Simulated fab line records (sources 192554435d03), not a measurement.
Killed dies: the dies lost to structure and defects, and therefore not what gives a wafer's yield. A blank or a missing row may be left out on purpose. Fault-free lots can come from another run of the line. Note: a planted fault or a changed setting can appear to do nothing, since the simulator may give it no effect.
Split-lot study ; flow n5_finfet ; route with 1938 steps; 7 lots, 21 wafers read

## THE SPLIT
At N5_BEOL_M9_COAT_64 (time 60 s, resist thk 12 nm), the setting spin_rpm was moved away from the recipe's 1500 rpm on 11 of the 21 wafers read, by -8.8% to +8.3%. This setting was run at the recipe's value on the other wafers.

## FROM THE SPLIT TO THE READING: what the file shows between them, 4 steps
- N5_BEOL_M9_COAT_75: time 60 s, resist thk 5 nm
- N5_BEOL_M9_COAT_22: resist thk 30 nm
- N5_BEOL_M9_DESCUM_33: chemistry O2, time 7 s
- N5_BEOL_M9_ETCH_76: etches underlayer in N2/H2, target depth 6.5 nm, time 5.2 s

## THE READING
CAR-EUV_of_BEOL_M9_COAT_22.thk_nm (the simulator's own value, which no gauge read), in nm, at N5_BEOL_M9_ETCH_65 (etches SiARC in CF4, target depth 15.6 nm, time 26 s). There is no usual value for it anywhere in the file. Average 11.1 nm, standard deviation 0.13 nm, over the 10 wafers here run with the recipe.

wafer;tool, chamber at the split;spin_rpm as run, rpm;against the recipe;CAR-EUV_of_BEOL_M9_COAT_22.thk_nm, nm;against lot-mates on the recipe
L078.1;litho_track-04, 0;1428;-4.8%;10.8;-0.2
L078.2;litho_track-04, 0;1500;recipe;11;-
L078.3;litho_track-04, 0;1428;-4.8%;10.6;-0.4
L081.1;litho_track-01, 0;1379;-8.1%;10.8;-0.4
L081.3;litho_track-01, 0;1500;recipe;11.2;-
L081.6;litho_track-01, 0;1379;-8.1%;10.8;-0.4
L089.3;litho_track-01, 0;1500;recipe;11;-
L089.5;litho_track-01, 0;1557;+3.8%;11.4;+0.4
L089.6;litho_track-01, 0;1557;+3.8%;11.2;+0.2
L090.1;litho_track-04, 0;1500;recipe;11;-
L090.5;litho_track-04, 0;1500;recipe;11.2;-
L090.6;litho_track-04, 0;1500;recipe;11;-
L096.1;litho_track-04, 0;1368;-8.8%;10.8;-0.4
L096.2;litho_track-04, 0;1500;recipe;11.4;-
L096.4;litho_track-04, 0;1500;recipe;11;-
L094.1;litho_track-03, 0;1586;+5.7%;11.2;+0.2
L094.2;litho_track-03, 0;1586;+5.7%;11.4;+0.4
L094.5;litho_track-03, 0;1500;recipe;11;-
L097.1;litho_track-03, 0;1624;+8.3%;11.6;+0.4
L097.2;litho_track-03, 0;1500;recipe;11.2;-
L097.3;litho_track-03, 0;1624;+8.3%;11.6;+0.4

FIT RESULTS
A straight line over all 21 wafers: CAR-EUV_of_BEOL_M9_COAT_22.thk_nm changes by +0.0482 nm for each +1% of spin_rpm; r = +0.87; the points scatter about the line by 0.14 nm.
The same after taking each lot's own level away (the mean of its wafers on the recipe; 21 wafers): +0.0519 nm for each +1%; r = +0.93; scatter 0.1 nm.
On that fit, the largest move of spin_rpm shifts the reading by 0.46 nm.
The span of the lots' own levels, 11.00 to 11.20 nm, comes to 1.5 times the standard deviation stated above.
So the lot-to-lot level changes the slope little: the two slopes agree.
Check: for one of the wafers moved furthest among these (-8.8%), held out of the fit, the line's prediction against its lot-mates is -0.463 nm. Against them it came out at -0.4 nm.

## THE WHOLE CHAIN: every reading that the file lists as answering this split, in the file's order
step;what it does;reading;change (the file's fit);r (the file's)
N5_BEOL_M9_COAT_64;time 60 s, resist thk 12 nm;SiARC_of_BEOL_M9_COAT_64.thk_nm (the simulator's own value, which no gauge read);-0.0609 nm for each +1% of the setting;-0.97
N5_BEOL_M9_ETCH_65;etches SiARC in CF4, target depth 15.6 nm, time 26 s;etch.depth_nm (the simulator's own value, which no gauge read);-0.0625 nm for each +1% of the setting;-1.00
N5_BEOL_M9_ETCH_65;etches SiARC in CF4, target depth 15.6 nm, time 26 s;CAR-EUV_of_BEOL_M9_COAT_22.thk_nm (the simulator's own value, which no gauge read);+0.051 nm for each +1% of the setting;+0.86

## THE FILE'S OWN FIT
CAR-EUV_of_BEOL_M9_COAT_22.thk_nm changes by +0.051 nm for each +1% of spin_rpm, r = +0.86.
